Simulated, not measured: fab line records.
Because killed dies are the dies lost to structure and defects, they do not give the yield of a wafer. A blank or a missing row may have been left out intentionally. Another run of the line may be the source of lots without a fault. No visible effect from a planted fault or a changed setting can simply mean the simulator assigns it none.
Chamber matching / flow n5-finfet / rie-diel-01 running N5_DUMMY_GATE_ETCH_42: 4 sister chambers
The step etches SiO2 in CHF3/O2, target depth 3.5 nm, time 31 s. 14 wafers are shown with their chamber, then 7 later ones without.

EACH WAFER AND ITS CHAMBER
wafer=L076.1; chamber=1; showerhead-plenum-p-Torr (Torr)=2.37; oes-product-au (a.u.)=0.90; oes_o_777_au (a.u.)=0.91
wafer=L076.3; chamber=2; showerhead-plenum-p-Torr (Torr)=2.34; oes-product-au (a.u.)=0.82; oes_o_777_au (a.u.)=0.82
wafer=L076.5; chamber=1; showerhead-plenum-p-Torr (Torr)=2.37; oes-product-au (a.u.)=0.90; oes_o_777_au (a.u.)=0.92
wafer=L077.1; chamber=0; showerhead-plenum-p-Torr (Torr)=2.40; oes-product-au (a.u.)=0.70; oes_o_777_au (a.u.)=0.70
wafer=L077.2; chamber=3; showerhead-plenum-p-Torr (Torr)=2.53; oes-product-au (a.u.)=0.79; oes_o_777_au (a.u.)=0.79
wafer=L077.3; chamber=1; showerhead-plenum-p-Torr (Torr)=2.37; oes-product-au (a.u.)=0.89; oes_o_777_au (a.u.)=0.91
wafer=L081.3; chamber=2; showerhead-plenum-p-Torr (Torr)=2.34; oes-product-au (a.u.)=0.82; oes_o_777_au (a.u.)=0.82
wafer=L081.4; chamber=0; showerhead-plenum-p-Torr (Torr)=2.40; oes-product-au (a.u.)=0.69; oes_o_777_au (a.u.)=0.70
wafer=L081.5; chamber=3; showerhead-plenum-p-Torr (Torr)=2.53; oes-product-au (a.u.)=0.78; oes_o_777_au (a.u.)=0.77
wafer=L088.2; chamber=1; showerhead-plenum-p-Torr (Torr)=2.36; oes-product-au (a.u.)=0.88; oes_o_777_au (a.u.)=0.88
wafer=L088.5; chamber=3; showerhead-plenum-p-Torr (Torr)=2.52; oes-product-au (a.u.)=0.78; oes_o_777_au (a.u.)=0.76
wafer=L088.6; chamber=0; showerhead-plenum-p-Torr (Torr)=2.39; oes-product-au (a.u.)=0.69; oes_o_777_au (a.u.)=0.70
wafer=L090.2; chamber=3; showerhead-plenum-p-Torr (Torr)=2.52; oes-product-au (a.u.)=0.77; oes_o_777_au (a.u.)=0.76
wafer=L090.4; chamber=3; showerhead-plenum-p-Torr (Torr)=2.52; oes-product-au (a.u.)=0.77; oes_o_777_au (a.u.)=0.75

SIGNATURES, as means of the wafers listed above
reading=showerhead-plenum-p-Torr; chamber 0=2.3967; chamber 1=2.3675; chamber 2=2.3400; chamber 3=2.5240; scatter within a chamber=0.00512
reading=oes-product-au; chamber 0=0.6933; chamber 1=0.8925; chamber 2=0.8200; chamber 3=0.7780; scatter within a chamber=0.00788
reading=oes_o_777_au; chamber 0=0.7000; chamber 1=0.9050; chamber 2=0.8200; chamber 3=0.7660; scatter within a chamber=0.0135
Rule: a wafer's distance from a chamber is the root of the sum, over the readings, of the square of ((its reading less the chamber's mean) divided by the reading's scatter). If the next closest chamber is less than 2 further off than the closest, the wafer can't be placed; otherwise it belongs to the closest. The scatter: take each reading less its chamber's mean, square it, sum over the shown wafers, divide by the number of wafers less the number of chambers, and take the root.

WAFERS WITH NO CHAMBER GIVEN
wafer=L090.5; showerhead-plenum-p-Torr (Torr)=2.36; oes-product-au (a.u.)=0.87; oes_o_777_au (a.u.)=0.88
wafer=L092.4; showerhead-plenum-p-Torr (Torr)=2.52; oes-product-au (a.u.)=0.76; oes_o_777_au (a.u.)=0.77
wafer=L092.5; showerhead-plenum-p-Torr (Torr)=2.33; oes-product-au (a.u.)=0.79; oes_o_777_au (a.u.)=0.79
wafer=L092.6; showerhead-plenum-p-Torr (Torr)=2.36; oes-product-au (a.u.)=0.86; oes_o_777_au (a.u.)=0.87
wafer=L096.3; showerhead-plenum-p-Torr (Torr)=2.39; oes-product-au (a.u.)=0.94; oes_o_777_au (a.u.)=0.98
wafer=L096.4; showerhead-plenum-p-Torr (Torr)=2.35; oes-product-au (a.u.)=0.84; oes_o_777_au (a.u.)=0.86
wafer=L096.6; showerhead-plenum-p-Torr (Torr)=2.39; oes-product-au (a.u.)=0.96; oes_o_777_au (a.u.)=0.97

WHICH CHAMBER EACH ONE RAN IN
wafer=L090.5; from the rows above=1; in truth=1
wafer=L092.4; from the rows above=3; in truth=3
wafer=L092.5; from the rows above=2; in truth=2
wafer=L092.6; from the rows above=1; in truth=1
wafer=L096.3; from the rows above=1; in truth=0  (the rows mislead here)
wafer=L096.4; from the rows above=2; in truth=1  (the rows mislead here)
wafer=L096.6; from the rows above=1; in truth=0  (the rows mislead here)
Correct placement for 4 of the 7. Left unplaced by these rows: 0. Wrongly placed: 3.
